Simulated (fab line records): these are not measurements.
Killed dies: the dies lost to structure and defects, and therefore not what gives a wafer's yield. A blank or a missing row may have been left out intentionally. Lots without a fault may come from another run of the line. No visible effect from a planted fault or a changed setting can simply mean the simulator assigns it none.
Chamber matching ; flow n5_finfet ; N5_DUMMY_GATE_STRIP_40 on rie_diel-01: 4 sister chambers
The step strips in CF4. 20 wafers are shown with their chamber, then 10 later ones without.

WAFERS PAIRED WITH THEIR CHAMBERS
wafer;chamber;drypump_motor_current_A (A);showerhead_plenum_p_Torr (Torr);throttle_valve_pct (%)
L075.3;3;6.4;1.78;13.39
L075.4;1;4.8;1.72;13.60
L075.5;2;5.2;1.81;13.29
L077.3;0;5.6;1.83;13.64
L077.4;3;6.4;1.78;13.40
L077.6;3;6.4;1.78;13.39
L078.2;2;5.2;1.81;13.29
L078.4;0;5.6;1.83;13.65
L078.6;2;5.2;1.81;13.31
L082.1;3;6.4;1.78;13.41
L082.2;1;4.9;1.72;13.61
L082.6;3;6.4;1.77;13.38
L084.3;0;5.6;1.83;13.67
L084.5;3;6.4;1.78;13.42
L084.6;0;5.6;1.83;13.67
L090.1;0;5.6;1.82;13.67
L090.3;1;4.9;1.71;13.66
L090.5;3;6.4;1.77;13.43
L092.3;1;4.9;1.71;13.66
L092.5;3;6.4;1.77;13.45

SIGNATURES (averages over the wafers above)
reading;chamber 0;chamber 1;chamber 2;chamber 3;scatter within a chamber
drypump_motor_current_A;5.600;4.875;5.200;6.400;0.0217
showerhead_plenum_p_Torr;1.8280;1.7150;1.8100;1.7763;0.00479
throttle_valve_pct;13.6600;13.6325;13.2967;13.4087;0.0224
Rule: for each reading, subtract the chamber's mean from the wafer's reading, divide by that reading's scatter and square the result; add these up over the readings and take the root, which gives the wafer's distance from the chamber. If the next closest chamber is less than 2 further off than the closest, the wafer can't be placed; otherwise it belongs to the closest. The scatter is the square root of a quotient: the sum, over the shown wafers, of each reading's squared deviation from its chamber's mean, divided by wafers minus chambers.

WAFERS WITHOUT THEIR CHAMBER
wafer;drypump_motor_current_A (A);showerhead_plenum_p_Torr (Torr);throttle_valve_pct (%)
L092.6;5.2;1.80;13.34
L093.2;4.9;1.71;13.68
L093.5;4.9;1.71;13.66
L093.6;5.2;1.80;13.36
L094.1;6.4;1.77;13.47
L094.4;4.9;1.71;13.67
L094.6;5.6;1.82;13.72
L097.1;6.4;1.77;13.47
L097.5;4.9;1.71;13.68
L097.6;5.2;1.80;13.37

THE CHAMBER EACH PASSED THROUGH
wafer;from the rows above;in truth
L092.6;2;2
L093.2;1;1
L093.5;1;1
L093.6;2;2
L094.1;3;3
L094.4;1;1
L094.6;0;0
L097.1;3;3
L097.5;1;1
L097.6;2;2
Correct placement for 10 of the 10. From these rows, 0 cannot be placed. 0 placed wrongly.
